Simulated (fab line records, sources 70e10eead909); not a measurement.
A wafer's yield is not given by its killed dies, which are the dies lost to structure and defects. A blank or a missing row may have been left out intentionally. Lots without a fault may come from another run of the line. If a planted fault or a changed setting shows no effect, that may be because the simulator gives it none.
Which tool did it?	flow nand_harc	21 wafers sampled from 7 lots at 1 step of a route of 1302

== WHAT EACH GAUGE READ, for each wafer ==
NHARC_A_M0_INSPECT_11.
lot	measured	on	raw_defect_count
L777	day 22 23:17	defect_inspect-02	102 83 98
L786	day 26 08:14	defect_inspect-01	70 62 53
L787	day 26 14:41	defect_inspect-01	95 102 115
L788	day 29 00:01	defect_inspect-01	31 27 23
L792	day 29 22:30	defect_inspect-01	95 90 103
L795	day 30 21:38	defect_inspect-01	81 75 74
L797	day 33 15:18	defect_inspect-01	76 70 78

== WHICH TOOL RAN EACH LOT (tool, then ch and the chambers of the sampled wafers, then the start) ==
No process step before these readings appears in the record.

== THE ANSWER, worked out from the rows above alone ==
Rule: the usual values come from the lots themselves. Put in order of their means at a reading, lots are off if they are a third of the lots or fewer, leave a main group of 4 or more, and stand apart from it by a gap of 3 or more times the standard deviation of the main group's means; of several such gaps the widest counts. A main group is skipped when, at the precision printed for the reading in the tables above, its means are all equal. A lot without any number at a reading at which 4 lots or more have one is off too. All remaining lots with rows at the step are treated as sound.
Across all readings shown, no lot is off: no conclusion can be drawn from this.

== WHAT HAD BEEN PUT IN BY THE SIMULATOR ==
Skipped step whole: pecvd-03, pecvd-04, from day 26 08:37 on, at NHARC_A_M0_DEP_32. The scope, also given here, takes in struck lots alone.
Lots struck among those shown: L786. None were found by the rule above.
